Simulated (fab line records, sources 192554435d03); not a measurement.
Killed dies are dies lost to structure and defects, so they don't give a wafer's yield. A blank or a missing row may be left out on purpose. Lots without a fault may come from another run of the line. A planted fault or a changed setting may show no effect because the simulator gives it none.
fab line records | flow n5_finfet
record lots=4 wafers=12 last_day=17
route steps=1938 shown BEOL_M6@1254 BEOL_M7@1263 PASSIVATION@1936
lots that met no fault: from a run of the same line without faults
start_h: hours from the record's first day to the start of the lot's first wafer shown | wait_h: hours since the lot's step before | " the same as in the row above | L1.1+2: a row that stands for several wafers | - no value, or no start given | * or withheld: withheld | < > ~ a bound
route shown NAME@n: a module of which the file shows steps, and the number in the route of the first | usual: mean/standard deviation of fault-free wafers | same: alike in all rows | chamber/n: place in a boat | sites: the reading at each site | _std_site: their standard deviation | _edge_site: outer sites' mean less inner sites' | radius_mm: how far each site lies from the wafer's centre | mask NAME#n: copy n | behind: the tool/chamber that last shaped the wafer | hold: why the lot was held/for how many hours/how that ended | device: the transistor (n, p or np) that didn't switch | end of line: the same wafers' tests at the end of the route | a step without rows: its recipe alone | killed: dies lost to structure and defects at the first sort, not the wafer's yield | map: a wafer's dies, x killed, . not, _ none there
set.NAME: the setting as run; set.NAME@STEP: as run at that earlier step | model.NAME: the simulator's own value behind a step, which no gauge read
lots at some steps of the route; a table a step, a row a wafer
services: from which hour (start_h, from the record's first day; less than 0 if before it) a tool's chamber was out of use, for how many hours, and why
## steps
# step N5_BEOL_M6_SPUTTER_48
# recipe material=Cu target_thk_a=100 temp_c=-20 bias_v=60 power_w=26000 chamber_pressure_pa=0.13 time_s=1.667
# step N5_BEOL_M6_ECD_50
# recipe material=Cu target_thk_a=3000
# step N5_BEOL_M6_ANNEAL_51
# recipe temp_c=225 time_s=90 ambient=N2
# step N5_BEOL_M6_CMP_52
# recipe stop_on=SiCOH_lowk t_overpolish_s=6.9 down_force_psi=1 platen_rpm=50 clearing_platen_down_force_psi=1.5 clearing_platen_rpm=50 post_cmp_clean=cu_alkaline target_thk_nm=80 clearing_platen_pad_velocity_m_s=0.99484 pad_velocity_m_s=0.99484
# step N5_BEOL_M6_PRE_CLEAN_55
# recipe gas=NH3 time_s=15 temp_c=withheld rf_power_w=300
# step N5_BEOL_M6_DEP_56
# recipe material=SiCN target_thk_a=100 temp_c=withheld precursor=3MS/NH3 pressure_torr=3 rf_w=202 time_s=17.5
# step N5_BEOL_M7_ILD_DEP_00
# recipe material=SiCOH_lowk target_thk_a=1797.5 temp_c=300 precursor=DEMS/porogen pressure_torr=5 rf_w=500 time_s=33.4
# step N5_BEOL_M7_CURE_74
# recipe temp_c=385 time_s=240 ambient=He/Ar material=SiCOH_lowk
# step N5_BEOL_M7_PECVD_70
# recipe material=SiO2 target_thk_a=200 temp_c=400 precursor=TEOS/O2 pressure_torr=5.5 rf_w=450 teos_flow_sccm=53.8 gas=O2 flow_sccm=3000 time_s=22.7
# usual heater_power_w=729/79 showerhead_plenum_p_Torr=8.76/0.058 susceptor_temp_C=400.02/0.25 throttle_valve_pct=22.7/1.2
# columns lot.wafer tool chamber start_h wait_h heater_power_w showerhead_plenum_p_Torr susceptor_temp_C throttle_valve_pct model.SiO2_of_BEOL_M7_PECVD_70.thk_nm
L594.1 pecvd-01 0 230.20 0.0 764 8.72 400.16 23.7 20.4
L594.4 " 1 " " 622 8.74 400.07 24.2 20.6
L594.5 " 0 " " 765 8.70 400.15 23.8 20.8
L601.3 pecvd-01 0 306.59 0.1 742 8.69 405.35 23.7 19.6
L601.4 " 2 " " 653 8.78 399.73 23.2 20.4
L601.6 " 0 " " 765 8.68 405.26 23.9 19.4
L603.2 pecvd-01 0 313.16 0.0 658 8.68 405.37 23.6 19.2
L603.3 " 2 " " 626 8.78 400.04 23.3 20
L603.6 " 1 " " 693 8.76 400.26 23.7 20.2
L606.3 pecvd-04 2 315.41 0.0 705 8.68 400.15 20.5 19.8
L606.4 " 2 " " 703 8.69 400.10 20.3 19.8
L606.5 " 1 " " 686 8.72 400.37 21.5 20
# step N5_BEOL_M7_HM_DEP_02
# recipe material=TiN target_thk_a=200 temp_c=25 chamber_pressure_pa=0.49996
# step N5_BEOL_M7_COAT_59
# recipe resist=SOC temp_c=250 time_s=60 spin_rpm=1500 resist_thk_nm=100
# step N5_BEOL_M7_COAT_60
# recipe resist=SiARC temp_c=220 time_s=60 spin_rpm=1500 resist_thk_nm=35
# step N5_BEOL_M7_COAT_05
# recipe resist=CAR-ArF spin_rpm=1500 resist_thk_nm=90
# step N5_BEOL_M7_EBR_07
# recipe solvent=PGMEA ebr_width_mm=1.5
# step N5_BEOL_M7_SOFTBAKE_06
# recipe temp_c=110 time_s=60 resist=CAR-ArF
# step N5_BEOL_M7_EXPOSE_08
# recipe mask_id=M7 na=1.35 source_shape=dipole sigma_inner=0.817 sigma_outer=0.97 polarization=te dose_mj=68.25
# step N5_BEOL_M7_PEB_09
# recipe peb_temp_c=withheld peb_time_s=60 resist=CAR-ArF
# step N5_BEOL_M7_DEVELOP_10
# recipe develop_time_s=30 developer=TMAH resist=CAR-ArF rinse_liquid=diw dry=air_spin dev_temp_c=23
# step N5_BEOL_M7_DESCUM_16
# recipe chemistry=O2 time_s=7.9 source_power_w=50 bias_power_w=20 pressure_mtorr=20 rf_frequency_hz=2.712e+07 temp_c=40 resist=CAR-ArF o2_flow_sccm=225
# step N5_BEOL_M7_ETCH_61
# recipe chemistry=CF4 target=SiARC target_depth_a=455 mask_material=CAR-ArF time_s=75.8 ion_energy_ev=80 pressure_mtorr=40 source_w=545 bias_w=36 Ar_flow_sccm=100 cf4_flow_sccm=100 ends=cleared
# step N5_BEOL_M7_ETCH_62
# recipe chemistry=N2/H2 target=SOC target_depth_a=1100 overetch_a=220 mask_material=SiARC temp_c=40 time_s=165 ion_energy_ev=200 pressure_mtorr=30 source_w=840 bias_w=150 n2_flow_sccm=200 h2_flow_sccm=200
# step N5_BEOL_M7_STRIP_68
# recipe chemistry=N2/H2 temp_c=40 n2_flow_sccm=200 h2_flow_sccm=200 rf_frequency_hz=6e+07
# step N5_BEOL_M7_STRIP_67
# recipe chemistry=CF4 resist=SiARC power_w=300 bias_power_w=75 pressure_mtorr=50 cf4_flow_sccm=150 rf_frequency_hz=6e+07
# step N5_BEOL_M7_HM_OPEN_17
# recipe chemistry=Cl2/BCl3 target_depth_a=200 overetch_a=60 target=TiN mask_material=SOC ion_energy_ev=150 pressure_mtorr=10 icp_w=1000 bias_w=126 Cl2_flow_sccm=53.25 bcl3_flow_sccm=21.75 Ar_flow_sccm=25
# step N5_BEOL_M7_STRIP_19
# recipe chemistry=O2 power_w=400 temp_c=40 pressure_mtorr=30 rf_frequency_hz=6e+07 bias_power_w=0 overash_fraction=0.2 o2_flow_sccm=225
# step N5_BEOL_M7_COAT_63
# recipe resist=SOC temp_c=250 time_s=60 spin_rpm=1500 resist_thk_nm=60
# step N5_BEOL_M7_COAT_64
# recipe resist=SiARC temp_c=220 time_s=60 spin_rpm=1500 resist_thk_nm=12
# step N5_BEOL_M7_COAT_71
# recipe resist=underlayer temp_c=205 time_s=60 spin_rpm=1500 resist_thk_nm=5
# step N5_BEOL_M7_COAT_22
# recipe resist=CAR-EUV spin_rpm=1500 resist_thk_nm=30
# step N5_BEOL_M7_EBR_24
# recipe solvent=PGMEA ebr_width_mm=1.5
# step N5_BEOL_M7_SOFTBAKE_23
# recipe temp_c=110 time_s=60 resist=CAR-EUV
# step N5_BEOL_M7_EXPOSE_25
# recipe mask_id=V6 na=0.33 source_shape=annular sigma_inner=0.4 sigma_outer=0.8 polarization=unpolarized target_cd_nm=40 dose_mj=42.5
# step N5_BEOL_M7_PEB_26
# recipe peb_temp_c=100 peb_time_s=60 resist=CAR-EUV
# step N5_BEOL_M7_DEVELOP_27
# recipe develop_time_s=30 developer=TMAH resist=CAR-EUV rinse_liquid=surfactant_rinse dry=air_spin dev_temp_c=23
# step N5_BEOL_M7_HM_STRIP_39
# recipe chemistry=peroxide_tin_strip material=TiN target_depth_a=250 temp_c=50 time_s=158
# columns lot.wafer tool chamber start_h wait_h model.SiO2_of_BEOL_M7_PECVD_70.thk_nm
L594.1 wet_bench-05 4 233.72 0.0 20.2
L594.4 " 5 " " 20.4
L594.5 " 3 " " 20.6
L601.3+6 wet_bench-02 4,7 310.49 0.0 19.4
L601.4 " 1 " " 20.2
L603.2 wet_bench-02 4 319.19 0.0 19
L603.3 " 1 " " 19.8
L603.6 " 3 " " 20.2
L606.3 wet_bench-05 6 319.32 0.0 19.6
L606.4+5 " 5,1 " " 19.8
# step N5_PASSIVATION_PROBE_49
# usual defect_limited_yield=91.5/1.3 killed_at_M0_to_M3=36/10 killed_at_M4_up=13/4.7 killed_at_contacts=13/6.7 killed_at_front_end=37/9.7 killed_at_other=2.6/2.3 killed_dies=101/15 killed_open=67/12 killed_short=32/6.7 sort_bin_5_function=5.0/0.89 sort_bin_6_memory=3.2/0.63 sort_n_pass=1079/16 sort_yield_pct=91.4/1.4
# same gross_dies=1180 killed_at_back_side=0 sort_bin_4_leakage[%]=0 sort_bin_8_speed[%]=0
# columns lot.wafer tool chamber start_h wait_h defect_limited_yield[%] killed_at_M0_to_M3 killed_at_M4_up killed_at_contacts killed_at_front_end killed_at_other killed_dies killed_open killed_short sort_bin_5_function[%] sort_bin_6_memory[%] sort_n_pass sort_yield_pct[%]
L603.2 prober-01 - 398.66 0.1 92.2 35 10 12 32 3 92 56 30 3.7 3.4 1088 92.2
L603.3 prober-01 - 398.71 0.1 90.3 60 21 4 27 3 115 74 40 5.7 3.6 1065 90.3
L603.6 prober-01 - 398.86 0.3 93.1 45 10 5 20 1 81 51 28 3.8 2.8 1099 93.1
# killed by level:class
L603.2 BEOL_M0_SAQP:geometric_particle:short=13 MOL_CONTACT_COAG:geometric_particle:open=11 BEOL_M0_SAQP:geometric_particle:open=9 FIN_SAQP:geometric_particle:short=7 FIN_SAQP:geometric_particle:open=6 STI_FIN_REVEAL:geometric_particle:open=5 HKMG_FIN:area_etch=5 BEOL_M1:geometric_particle:open=4
L603.3 BEOL_M0_SAQP:geometric_particle:open=19 BEOL_M0_SAQP:geometric_particle:short=17 BEOL_M2:geometric_particle:open=13 BEOL_M4:geometric_particle:open=9 STARTING-WAFER:geometric_particle:short=7 GATE_CUT:geometric_particle:open=6 GATE_CUT:geometric_particle:short=5 MOL_CONTACT_COAG:geometric_particle:open=4
L603.6 BEOL_M0_SAQP:geometric_particle:short=16 BEOL_M0_SAQP:geometric_particle:open=13 BEOL_M2:geometric_particle:open=8 FIN_SAQP:geometric_particle:open=5 BEOL_M3:geometric_particle:open=5 STI_FIN_REVEAL:geometric_particle:open=3 MOL_CONTACT_COAG:geometric_particle:open=3 BEOL_M4:geometric_particle:open=3
## services
# columns tool chamber start_h hours kind
pecvd-04 - 207.59 1.6 repair
pecvd-04 1 279.78 5.5 scheduled_down
pecvd-04 0 294.62 3.5 repair
pecvd-01 1 304.55 2.1 scheduled_down
pecvd-01 0 313.97 2.1 scheduled_down
## key
first_sign step=N5_BEOL_M7_PECVD_70 reading=susceptor_temp_C direction=up sigmas=22 usual=* struck=*
effect none on later readings
model_effect step=N5_BEOL_M7_PECVD_70 value=SiO2_of_BEOL_M7_PECVD_70.thk_nm without=20.13 struck=19.4
model_effect step=N5_BEOL_M7_HM_STRIP_39 value=SiO2_of_BEOL_M7_PECVD_70.thk_nm without=20 struck=19.27
met_at N5_BEOL_M7_PECVD_70
struck_wafers L601.3,L601.6,L603.2
onset_between 230.20 306.59
fault kind=process_parameter_drift tool=pecvd-01 chamber=0 onset_h=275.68 steps=N5_BEOL_M7_PECVD_70 channel=temp_c offset=* shape=step end_h=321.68 acts_in=* stated=*
